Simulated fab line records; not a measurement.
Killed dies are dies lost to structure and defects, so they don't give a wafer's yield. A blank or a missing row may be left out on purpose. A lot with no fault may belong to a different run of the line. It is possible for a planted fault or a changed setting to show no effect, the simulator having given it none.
Which tool was responsible? || flow nand-harc || route of 1159 steps, sampled at 1 step: 12 lots, 36 wafers

WHAT EACH GAUGE READ, for each wafer
NHARC_A_M0_CD_MEAS_09: target cd 80 nm.
{"lot": "L075", "measured": "day 17 21:53", "on": "cd-sem-02", "cd-nm (nm)": "78.0 79.3 80.2"}
{"lot": "L076", "measured": "day 18 01:50", "on": "cd-sem-02", "cd-nm (nm)": "79.1 79.9 79.3"}
{"lot": "L078", "measured": "day 18 09:57", "on": "cd-sem-02", "cd-nm (nm)": "79.8 80.0 79.3"}
{"lot": "L082", "measured": "day 19 16:23", "on": "cd-sem-03", "cd-nm (nm)": "79.9 80.1 79.8"}
{"lot": "L083", "measured": "day 20 02:30", "on": "cd-sem-02", "cd-nm (nm)": "79.9 79.3 79.4"}
{"lot": "L085", "measured": "day 20 09:27", "on": "cd-sem-02", "cd-nm (nm)": "79.7 78.4 78.8"}
{"lot": "L086", "measured": "day 21 02:52", "on": "cd-sem-02", "cd-nm (nm)": "78.4 79.8 79.8"}
{"lot": "L088", "measured": "day 21 22:43", "on": "cd-sem-02", "cd-nm (nm)": "78.3 79.7 78.9"}
{"lot": "L090", "measured": "day 22 12:52", "on": "cd-sem-03", "cd-nm (nm)": "79.7 79.8 79.5"}
{"lot": "L094", "measured": "day 22 22:02", "on": "cd-sem-01", "cd-nm (nm)": "79.0 78.7 79.2"}
{"lot": "L096", "measured": "day 23 01:26", "on": "cd-sem-02", "cd-nm (nm)": "80.0 79.7 79.3"}
{"lot": "L097", "measured": "day 23 11:40", "on": "cd-sem-03", "cd-nm (nm)": "79.1 79.6 80.8"}

TOOL THAT RAN EACH LOT (tool first, then ch and the chambers of the sampled wafers, then the start)
There is no process step in the record ahead of these readings.

THE ANSWER, worked out from the rows above alone
Rule: what is usual is taken from the lots themselves. Put in order of their means at a reading, lots are off if they are a third of the lots or fewer, leave a main group of 4 or more, and stand apart from it by a gap of 3 or more times the standard deviation of the main group's means; of several such gaps the widest counts. A main group whose means are all the same, to the digits that the tables above print for the reading, isn't used. Also off: a lot with no number at a reading for which 4 or more lots have one. All remaining lots with rows at the step are treated as sound.
No lot is off on any of the readings shown, so nothing can be concluded from this.

WHAT THE SIMULATOR PUT IN
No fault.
